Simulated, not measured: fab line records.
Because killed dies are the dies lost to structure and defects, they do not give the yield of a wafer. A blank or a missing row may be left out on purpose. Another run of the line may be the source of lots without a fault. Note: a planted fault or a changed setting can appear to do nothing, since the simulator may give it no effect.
Chamber matching ; flow nand-harc ; NHARC_A_STAIRCASE_DEP_325 on pecvd-03 has 3 sister chambers
The step deposits SiO2, target thk 7200 nm. 18 wafers are shown with their chamber, then 9 later ones without.

## WAFERS WITH THEIR CHAMBER
wafer;chamber;heater-power-w (W)
L074.2;2;671
L074.3;1;892
L074.4;0;573
L074.1;0;676
L074.5;1;781
L074.6;2;590
L079.1;1;788
L079.4;1;793
L079.6;2;602
L085.3;1;897
L085.5;2;600
L085.6;0;547
L093.1;1;927
L093.2;2;704
L093.4;2;583
L094.1;0;655
L094.2;2;706
L094.4;2;590

SIGNATURES (averages over the wafers above)
reading;chamber 0;chamber 1;chamber 2;scatter within a chamber
heater-power-w;612.75;846.33;630.75;59.7
Rule: a wafer's distance from a chamber is the root of the sum, over the readings, of the square of ((its reading less the chamber's mean) divided by the reading's scatter). The wafer belongs to the nearest chamber; if the next one is less than 2 further off, it can't be placed. The scatter is the square root of a quotient: the sum, over the shown wafers, of each reading's squared deviation from its chamber's mean, divided by wafers minus chambers.

## WAFERS WHOSE CHAMBER IS MISSING
wafer;heater-power-w (W)
L095.1;691
L095.3;806
L095.6;731
L095.2;602
L095.4;598
L095.5;591
L097.2;628
L097.4;597
L097.6;603

## CHAMBER TAKEN BY EACH
wafer;from the rows above;in truth
L095.1;can't be placed: 2 or 0 or 1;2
L095.3;1;1
L095.6;can't be placed: 2 or 1 or 0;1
L095.2;can't be placed: 0 or 2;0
L095.4;can't be placed: 0 or 2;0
L095.5;can't be placed: 0 or 2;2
L097.2;can't be placed: 2 or 0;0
L097.4;can't be placed: 0 or 2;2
L097.6;can't be placed: 0 or 2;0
Placed correctly: 1 of 9. Can't be placed from these rows: 8 (the true chamber is among the candidates in 8). Number placed wrongly: 0.
